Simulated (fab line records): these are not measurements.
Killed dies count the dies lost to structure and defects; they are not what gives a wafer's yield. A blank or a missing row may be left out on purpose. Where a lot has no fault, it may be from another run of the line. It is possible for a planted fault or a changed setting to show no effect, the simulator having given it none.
What tool caused it? ; flow nand harc ; 33 wafers from 11 lots sampled at 6 of the route's 1302 steps

WHAT EACH GAUGE READ, for each wafer
NHARC_A_WL_FILL_INSPECT_15. Usual: raw defect count reads 479 (standard deviation 130).
lot;measured;on;raw defect count;flag
L853;day 22 09:27;defect inspect-02;620 568 745;
L857;day 23 15:58;defect inspect-01;2692 2672 2470;OFF
L858;day 23 22:11;defect inspect-01;2465 2452 2450;OFF
L866;day 26 03:49;defect inspect-02;337 310 376;
L868;day 27 11:46;defect inspect-02;400 364 367;
L867;day 27 11:45;defect inspect-01;584 329 509;
L869;day 28 16:23;defect inspect-01;405 360 399;
L870;day 28 16:14;defect inspect-02;442 641 612;
L872;day 29 05:17;defect inspect-02;378 480 538;
L871;day 29 05:28;defect inspect-01;568 509 424;
L873;day 29 14:02;defect inspect-01;644 480 752;

NHARC_END_SORT_01. Usual: killed at array 62, standard deviation 18; killed at other 0.9, standard deviation 1.2; killed at periphery 4.2, standard deviation 2.9; killed dies 67, standard deviation 17; killed open 3.6, standard deviation 1.9; killed short 2.5, standard deviation 1.6.
lot;measured;on;killed at array;killed at other;killed at periphery;killed dies;killed open;killed short;flag
L857;day 27 00:48;prober-02;673 676 673;0 0 0;4 1 4;677 677 677;2 3 6;2 0 4;OFF
L858;day 27 03:27;prober-01;673 674 671;2 2 4;2 1 2;677 677 677;2 2 3;3 3 4;OFF

TOOL THAT RAN EACH LOT (tool first, then ch and the chambers of the sampled wafers, then the start)
lot;NHARC_A_SLIT_ETCH_26;NHARC_A_WL_FILL_RTA_01;NHARC_A_WL_FILL_ALD_10;NHARC_A_WL_FILL_CMP_12
L853;har etch-02 ch 0,1, day 21 06:51;rtp anneal-02 ch 0, day 21 15:07;ald hk-02 ch 0,1,2, day 21 23:16;cmp-02 ch 0,2,3, day 22 09:01
L857;har etch-01 ch 0,1, day 22 13:53;rtp anneal-01 ch 0, day 22 22:07;ald hk-04 ch 0,1,3, day 23 05:17;cmp-03 ch 0,1,3, day 23 15:31
L858;har etch-01 ch 0,1, day 22 19:45;rtp anneal-02 ch 0, day 23 04:14;ald hk-04 ch 0,1,3, day 23 11:00;cmp-03 ch 0,1,3, day 23 21:41
L866;har etch-02 ch 0,1, day 25 01:43;rtp anneal-01 ch 0, day 25 10:04;ald hk-03 ch 1,2,3, day 25 17:43;cmp-03 ch 0,1,3, day 26 03:23
L868;har etch-01 ch 0,1, day 26 09:41;rtp anneal-02 ch 0, day 26 18:04;ald hk-04 ch 0,2,3, day 27 01:54;cmp-01 ch 0,1,3, day 27 11:20
L867;har etch-02 ch 0,1, day 26 09:44;rtp anneal-01 ch 0, day 26 18:00;ald hk-02 ch 0,1, day 27 00:34;cmp-02 ch 1,2, day 27 11:17
L869;har etch-02 ch 0,1, day 27 14:35;rtp anneal-01 ch 0, day 27 22:56;ald hk-02 ch 0,1,3, day 28 05:43;cmp-01 ch 0,1,2, day 28 15:54
L870;har etch-01 ch 0,1, day 27 15:10;rtp anneal-02 ch 0, day 27 23:00;ald hk-04 ch 2,3, day 28 05:44;cmp-03 ch 0,1, day 28 15:47
L872;har etch-02 ch 0,1, day 28 00:28;rtp anneal-01 ch 0, day 28 08:52;ald hk-03 ch 0,1,3, day 28 19:06;cmp-02 ch 0,1,3, day 29 04:51
L871;har etch-02 ch 0,1, day 28 04:19;rtp anneal-02 ch 0, day 28 12:44;ald hk-04 ch 2,3, day 28 17:33;cmp-01 ch 0,1,3, day 29 05:00
L873;har etch-01 ch 0,1, day 28 08:55;rtp anneal-02 ch 0, day 28 19:14;ald hk-02 ch 1,2,3, day 29 02:56;cmp-01 ch 0,1,2, day 29 13:32
- NHARC_A_SLIT_ETCH_26: etches the open film in C4F8/O2/Ar, time 90 s, target depth 400 nm.
- NHARC_A_WL_FILL_RTA_01: time 5 s.
- NHARC_A_WL_FILL_ALD_10: deposits SiO2, target thk 50 nm, pulse time 10 s, ald cycles 500.
- NHARC_A_WL_FILL_CMP_12: polishes, t overpolish 30 s, target thk 100 nm.

AS READ BY THE TOOLS THEMSELVES (means over the sampled wafers that have a number; for cases with no such wafer, the mark the record gives instead)
NHARC_A_SLIT_ETCH_26. Usual: bias v 400 V, standard deviation 4.2; drypump motor current A 6.38 A, standard deviation 0.21; showerhead plenum p Torr 3.73 Torr, standard deviation 0.16; throttle valve pct 27.619 %, standard deviation 0.0085.
lot;tool;bias v (V);drypump motor current A (A);showerhead plenum p Torr (Torr);throttle valve pct (%);flag
L853;har etch-02;400;6.15;3.93;27.628;
L857;har etch-01;399;6.47;3.61;27.621;
L858;har etch-01;396;6.47;3.61;27.619;
L866;har etch-02;397;6.34;3.90;27.614;
L868;har etch-01;397;6.51;3.56;27.624;
L867;har etch-02;401;6.16;3.89;27.625;
L869;har etch-02;402;6.16;3.88;27.623;
L870;har etch-01;401;6.48;3.57;27.618;
L872;har etch-02;403;6.16;3.87;27.625;
L871;har etch-02;401;6.15;3.87;27.624;
L873;har etch-01;401;6.48;3.57;27.624;

NHARC_A_WL_FILL_RTA_01. Usual: lamp power pct 33.7 %, standard deviation 0.6; wafer_temp_C_max 1005.2, standard deviation 1.3.
lot;tool;lamp power pct (%);wafer_temp_C_max;flag
L853;rtp anneal-02;34.4;1003.9;
L857;rtp anneal-01;33.2;1007.0;
L858;rtp anneal-02;34.4;1004.5;
L866;rtp anneal-01;33.2;1005.9;
L868;rtp anneal-02;34.3;1004.7;
L867;rtp anneal-01;33.2;1007.6;
L869;rtp anneal-01;33.1;1007.2;
L870;rtp anneal-02;34.4;1004.2;
L872;rtp anneal-01;33.2;1005.9;
L871;rtp anneal-02;34.4;1004.4;
L873;rtp anneal-02;34.4;1004.2;

NHARC_A_WL_FILL_ALD_10. Usual: heater power w 452 W, standard deviation 46; precursor pulse height rel 0.998, standard deviation 0.021; susceptor temp C 300.03 C, standard deviation 0.17.
lot;tool;heater power w (W);precursor pulse height rel;susceptor temp C (C);flag
L853;ald hk-02;472;1.015;300.01;
L857;ald hk-04;426;1.002;299.97;
L858;ald hk-04;426;1.015;300.19;
L866;ald hk-03;474;1.001;300.07;
L868;ald hk-04;424;1.001;300.06;
L867;ald hk-02;464;0.990;300.11;
L869;ald hk-02;471;0.982;299.93;
L870;ald hk-04;424;0.996;299.91;
L872;ald hk-03;431;0.985;300.11;
L871;ald hk-04;422;0.996;300.08;
L873;ald hk-02;467;0.999;300.04;

NHARC_A_WL_FILL_CMP_12. Usual: edge zone pressure frac 1.000, standard deviation 0.0047; motor current A 11.6 A, standard deviation 0.92; overpolish run s 29.998 s, standard deviation 0.0087; time to endpoint s 20.1 s, standard deviation 2.3.
lot;tool;edge zone pressure frac;motor current A (A);overpolish run s (s);time to endpoint s (s);flag
L853;cmp-02;0.998;11.6;29.995;21.9;
L857;cmp-03;-;-;-;-;OFF
L858;cmp-03;-;-;-;-;OFF
L866;cmp-03;1.003;11.3;29.999;20.8;
L868;cmp-01;1.001;12.0;30.002;21.4;
L867;cmp-02;0.996;10.5;30.003;19.9;
L869;cmp-01;1.001;11.2;30.005;20.3;
L870;cmp-03;0.998;11.5;29.994;21.6;
L872;cmp-02;0.998;11.3;30.000;17.8;
L871;cmp-01;1.006;12.1;29.998;23.5;
L873;cmp-01;1.000;10.9;29.992;21.5;

THE ANSWER, worked out from the rows above alone
Rule: take the mean of a lot's wafers that have a number; if it is more than 3 standard deviations from the usual mean, the lot is off. Also off: a lot with no number at a reading for which 4 or more lots have one. Any other lot the step has rows for is counted as sound. After the gauges, taken in route order, come the tools' own readings; for these a lot's mean is taken, as printed above. At the first step where some lot is off, the reading lying furthest off is the one used; lots without a number count as furthest.
Off: L857, L858, at NHARC_A_WL_FILL_INSPECT_15 (raw defect count).
A tool fits if, at a process step before that reading, it ran every lot that is off, and no sound lot after the first of them. Not tried: the gauges at NHARC_A_WL_FILL_INSPECT_15; whatever is off there is also off at NHARC_END_SORT_01, on other tools, and gauge error can't account for it. None of those tried fits.

WHAT THE SIMULATOR HAD PUT IN
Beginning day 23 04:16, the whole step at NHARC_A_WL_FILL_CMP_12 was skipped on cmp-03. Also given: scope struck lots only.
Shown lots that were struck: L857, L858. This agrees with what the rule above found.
